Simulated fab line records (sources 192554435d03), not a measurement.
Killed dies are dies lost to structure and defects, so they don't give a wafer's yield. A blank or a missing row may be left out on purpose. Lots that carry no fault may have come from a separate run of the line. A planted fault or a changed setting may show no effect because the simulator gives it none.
Commonality check across tools | flow n5 finfet | Lots sampled 8, wafers sampled 24

REASON IT WAS OPENED
Flagged at N5_PMOS_HMC_CHANNEL_EPI_INSPECT_30: reading raw defect count, on 2 of 8 lots. Fault-free wafers read 18, with a standard deviation of 5.3.
Rule: flag the lot when none of its wafers has a number, or when each of its wafers that has one lies beyond 4 standard deviations from that mean. As for the other lots, they are considered sound.

lot  | measured    | on                | raw defect count, wafer by wafer | flag
L457 | day 2 04:10 | defect inspect-01 | 20 27 25                         |
L459 | day 2 15:13 | defect inspect-02 | 18 25 23                         |
L461 | day 3 02:14 | defect inspect-01 | 16 17 13                         |
L466 | day 4 08:59 | defect inspect-02 | 549 501 507                      | FLAGGED
L467 | day 4 15:13 | defect inspect-02 | 494 504 466                      | FLAGGED
L470 | day 5 09:01 | defect inspect-02 | 14 16 23                         |
L471 | day 5 14:34 | defect inspect-02 | 14 25 16                         |
L479 | day 7 15:03 | defect inspect-01 | 16 16 22                         |
The numbers of the flagged lots are 504 on average: +486 against the usual, or +92 standard deviations.

EACH LOT AND THE TOOL IT RAN ON
Before the reading, the record contains 2 process steps out of a 1938-step route. Every cell lists first the tool, next ch and the chambers used by the sampled wafers, and last the start.
lot  | flag    | N5_PMOS_HMC_CHANNEL_EPI_STRIP_33  | N5_PMOS_HMC_CHANNEL_EPI_CMP_21
L457 |         | rie diel-03 ch 0,2,3, day 2 01:31 | cmp-04 ch 2,3, day 2 03:23
L459 |         | rie diel-04 ch 0,2, day 2 12:23   | cmp-04 ch 1,2,3, day 2 14:31
L461 |         | rie diel-03 ch 0,1,2, day 2 23:35 | cmp-03 ch 2,3, day 3 01:28
L466 | FLAGGED | rie diel-04 ch 0,2, day 4 05:58   | cmp-04 ch 2,3, day 4 08:12
L467 | FLAGGED | rie diel-03 ch 1,2, day 4 12:11   | cmp-04 ch 0,2,3, day 4 14:31
L470 |         | rie diel-04 ch 0,1,3, day 5 05:53 | cmp-01 ch 0,2,3, day 5 08:13
L471 |         | rie diel-01 ch 1,2,3, day 5 11:28 | cmp-01 ch 0,1,2, day 5 13:41
L479 |         | rie diel-01 ch 2,3, day 7 12:20   | cmp-03 ch 0,1,3, day 7 14:13
What the steps here do:
- N5_PMOS_HMC_CHANNEL_EPI_STRIP_33: strips in N2/H2.
- N5_PMOS_HMC_CHANNEL_EPI_CMP_21: polishes SiGe30, target thk 54 nm.
- N5_PMOS_HMC_CHANNEL_EPI_INSPECT_30: inspects for defects (darkfield).

FLAGGED OVER TOTAL, TOOL BY TOOL (the gauges that took the reading come last)
step                               | tool              | lots run | flagged | share of the flagged lots | sound lots run after its first flagged lot
N5_PMOS_HMC_CHANNEL_EPI_STRIP_33   | rie diel-01       | 2        | 0       | none                      | -
N5_PMOS_HMC_CHANNEL_EPI_STRIP_33   | rie diel-03       | 3        | 1       | some                      | 0
N5_PMOS_HMC_CHANNEL_EPI_STRIP_33   | rie diel-04       | 3        | 1       | some                      | 1 (L470)
N5_PMOS_HMC_CHANNEL_EPI_CMP_21     | cmp-01            | 2        | 0       | none                      | -
N5_PMOS_HMC_CHANNEL_EPI_CMP_21     | cmp-03            | 2        | 0       | none                      | -
N5_PMOS_HMC_CHANNEL_EPI_CMP_21     | cmp-04            | 4        | 2       | all                       | 0
N5_PMOS_HMC_CHANNEL_EPI_INSPECT_30 | defect inspect-01 | 3        | 0       | none                      | -
N5_PMOS_HMC_CHANNEL_EPI_INSPECT_30 | defect inspect-02 | 5        | 2       | all                       | 2 (L470,L471)

WHAT THE TABLE ALLOWS
In 2 table rows, all flagged lots were run: cmp-04 (N5_PMOS_HMC_CHANNEL_EPI_CMP_21), defect inspect-02 (N5_PMOS_HMC_CHANNEL_EPI_INSPECT_30).
- cmp-04 at N5_PMOS_HMC_CHANNEL_EPI_CMP_21: 2 of its 4 lots flagged. Its last sound lot is L459 (day 2 14:31), its first flagged lot L466 (day 4 08:12): a fault that began between those two fits.
- defect inspect-02 at N5_PMOS_HMC_CHANNEL_EPI_INSPECT_30: 2 of its 5 lots flagged. Lots that were sound ran on it after the first flagged one (L470, L471); a persistent fault on the entire tool would not allow that.
Left over: one tool, cmp-04 at N5_PMOS_HMC_CHANNEL_EPI_CMP_21.

WHAT HAD BEEN PUT IN BY THE SIMULATOR
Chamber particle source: cmp-04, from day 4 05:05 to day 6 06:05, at N5_PMOS_HMC_CHANNEL_EPI_CMP_21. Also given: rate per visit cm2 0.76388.
Lots struck among those shown: L466, L467. This agrees with what the rule above found.
